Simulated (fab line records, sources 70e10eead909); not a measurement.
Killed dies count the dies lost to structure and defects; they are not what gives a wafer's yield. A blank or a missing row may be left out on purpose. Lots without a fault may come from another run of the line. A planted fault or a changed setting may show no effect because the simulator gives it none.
A lot that was struck, set against a sound lot || flow nand harc || 15 steps out of a route of 1302
Sound: these wafers, L364.2, L364.4, L364.6. Struck: wafer L371.5 (L371.1, L371.2, from the same lot, were not struck and are left out); the cause is given at the end.
Each step with rows lists, per side, the tool, then ch with its chambers, then its first start. Under that, the readings that differ: sound wafers || struck wafers || difference of the means || sigmas: that difference in standard deviations of wafers without a fault.
alike: readings whose means differ by less than 2 such deviations, and words and numbers that are the same on both sides. not compared: withheld readings, readings that some wafer has no value for, bounds like >300 that may hide the same value, and numbers for which the record gives no deviation and whose values overlap.
A row with sigmas, a row that says differs or no value, or rows on one side alone: a step with any of these is where the two part. Non-overlapping numbers with no deviation appear without sigmas and do not part them. A reading missing from all wafers of one side parts the sides only when that side holds two or more wafers.

first, 4 steps without rows for these wafers: NHARC_P_BONDPAD_EBR_05; NHARC_P_BONDPAD_EXPOSE_06 (exposes mask P BPAD); NHARC_P_BONDPAD_PEB_07 (peb time 80 s); NHARC_P_BONDPAD_DEVELOP_08 (time 50 s).
NHARC_P_BONDPAD_CD_MEAS_09: target cd 500 nm.
  sound on cd sem-02 ch 0, day 9 04:33; struck on cd sem-03 ch 0, day 11 21:49
  alike: cd nm
NHARC_P_BONDPAD_OVL_MEAS_38:
  sound: overlay-01 at day 9 04:38; struck: overlay-02 at day 11 21:55
  alike: overlay x nm, overlay y nm
then, 1 step without rows for these wafers: NHARC_P_BONDPAD_HARDBAKE_10 (time 65 s).
NHARC_P_BONDPAD_DESCUM_11: chemistry O2, time 3 s.
  sound on rie diel-04 ch 0,1, day 9 04:46; struck on rie diel-09 ch 3, day 11 22:02
  alike: drypump motor current A, oes product au, rf vpp V, showerhead plenum p Torr, throttle valve pct
  not compared: rf hours counter h
NHARC_P_BONDPAD_ETCH_37: etches the open film in N2/H2, target depth 60 nm, overetch 18 nm, time 65.91 s.
  sound on rie diel-04 ch 0,2,3, day 9 04:51; struck on rie diel-09 ch 1, day 11 22:07
  alike: drypump motor current A, oes product au, rf vpp V, run length s, showerhead plenum p Torr, throttle valve pct
  not compared: rf hours counter h
NHARC_P_BONDPAD_ETCH_12: etches the open film in CHF3/O2, target depth 200 nm, time 100 s.
  sound: rie diel-04 ch 0,1,2; struck: rie diel-09 ch 3
{"reading": "oes product au (a.u.)", "sound": "0.963 0.976 0.988", "struck": 0.926, "difference": -0.050, "sigmas": -2}
  alike: drypump motor current A, rf vpp V, run length s, showerhead plenum p Torr, throttle valve pct
  not compared: rf hours counter h
NHARC_P_BONDPAD_CD_MEAS_13:
  sound: cd sem-02 at day 9 05:04; struck: cd sem-03 at day 11 22:21
  alike: cd nm
NHARC_P_BONDPAD_STRIP_15: strips in O2.
  sound on rie diel-05 ch 0,2,3, day 9 05:10; struck on rie diel-05 ch 2, day 11 22:26
  alike: drypump motor current A, oes product au, rf vpp V, showerhead plenum p Torr, throttle valve pct
  not compared: rf hours counter h
NHARC_P_BONDPAD_ETCH_24: etches the open film in CF4/N2, target depth 30 nm, time 72.99 s.
  sound on rie diel-05 ch 0,1,2, day 9 05:18; struck on rie diel-05 ch 0, day 11 22:35
{"reading": "oes product au (a.u.)", "sound": "0.991 0.994 0.992", "struck": 1.007, "difference": "+0.015", "sigmas": "+2"}
{"reading": "run length s (s)", "sound": "94.6 94.6 93.2", "struck": 77.6, "difference": -16.5, "sigmas": -35}
{"reading": "throttle valve pct (%)", "sound": "19.794 19.800 19.800", "struck": 19.775, "difference": -0.023, "sigmas": -2}
  alike: drypump motor current A, rf vpp V, showerhead plenum p Torr
  not compared: rf hours counter h
then, 1 step without rows for these wafers: NHARC_P_BONDPAD_STRIP_16 (strips in post etch residue remover, time 600 s).
-- jump in the record: it breaks off in module P_BONDPAD and resumes in module END (first step shown: number 1302 of the route), and 18 days separate the struck wafers' starts before and after --
NHARC_END_SORT_01:
  sound on prober-02 ch 0, day 26 06:42; struck on prober-02 ch 0, day 30 06:32
{"reading": "defect limited yield (%)", "sound": "92.6 93.1 89.8", "struck": 86.4, "difference": -5.4, "sigmas": -2}
{"reading": "killed short", "sound": "0 1 2", "struck": 5, "difference": "+4", "sigmas": "+2"}
  alike: killed at array, killed at other, killed at periphery, killed dies, killed open

## WHERE THEY PART
Earliest at NHARC_P_BONDPAD_ETCH_12; latest, in this record, at NHARC_END_SORT_01.

WHY: what the simulator had put in
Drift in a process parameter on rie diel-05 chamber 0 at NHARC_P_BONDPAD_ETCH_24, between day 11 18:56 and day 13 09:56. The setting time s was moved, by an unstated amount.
